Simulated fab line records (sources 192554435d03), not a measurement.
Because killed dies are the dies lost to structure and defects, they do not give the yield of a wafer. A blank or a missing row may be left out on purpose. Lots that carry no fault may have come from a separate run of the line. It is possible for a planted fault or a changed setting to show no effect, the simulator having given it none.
Chamber matching ; flow n5-finfet ; 3 sister chambers for N5_BEOL_M10_ILD_DEP_00 on pecvd-04
The step deposits SiCOH lowk from DEMS/porogen, target thk 308.51 nm, time 58 s. 16 wafers are shown with their chamber, then 8 later ones without.

== WAFERS PAIRED WITH THEIR CHAMBERS ==
wafer;chamber;throttle-valve-pct (%);showerhead-plenum-p-Torr (Torr);heater-power-w (W)
L076.1;2;13.3;5.740;238
L076.3;1;14.6;5.733;277
L076.5;0;15.1;5.765;278
L074.2;1;14.8;5.738;314
L074.3;0;15.1;5.750;282
L074.5;0;15.3;5.756;275
L083.2;1;14.6;5.746;255
L083.4;0;15.2;5.754;277
L083.5;1;15.0;5.727;273
L085.3;0;14.9;5.755;271
L085.4;1;14.8;5.724;252
L085.6;1;14.7;5.750;267
L090.1;0;15.1;5.750;226
L090.2;1;14.7;5.741;290
L090.5;0;15.0;5.761;252
L091.2;2;12.5;5.720;259

SIGNATURES (means of the wafers above)
reading;chamber 0;chamber 1;chamber 2;scatter within a chamber
throttle-valve-pct;15.100;14.743;12.900;0.203
showerhead-plenum-p-Torr;5.75586;5.73700;5.73000;0.00848
heater-power-w;265.86;275.43;248.50;20.4
Rule: for a wafer and a chamber, the distance is found by dividing, reading by reading, the gap between the wafer's reading and the chamber's mean by the reading's scatter, squaring, summing and taking the root. If the next closest chamber is less than 2 further off than the closest, the wafer can't be placed; otherwise it belongs to the closest. How the scatter is found: for the shown wafers, subtract from each reading the mean of its chamber, square and add these, divide the total by (wafers less chambers), then take the root.

== WAFERS MISSING THEIR CHAMBER ==
wafer;throttle-valve-pct (%);showerhead-plenum-p-Torr (Torr);heater-power-w (W)
L091.3;15.0;5.748;281
L091.4;14.8;5.742;299
L094.1;14.9;5.753;256
L094.4;12.7;5.735;270
L094.6;14.6;5.723;305
L097.2;14.9;5.772;246
L097.5;15.0;5.745;254
L097.6;14.8;5.750;276

== WHICH CHAMBER EACH WENT THROUGH ==
wafer;from the rows above;in truth
L091.3;can't be placed: 0 or 1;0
L091.4;can't be placed: 1 or 0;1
L094.1;can't be placed: 0 or 1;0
L094.4;2;2
L094.6;1;1
L097.2;0;0
L097.5;can't be placed: 0 or 1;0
L097.6;can't be placed: 1 or 0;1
Correctly placed: 3 of 8. From these rows, 5 cannot be placed; in 5 the true chamber is one of the candidates. Wrongly placed: 0.
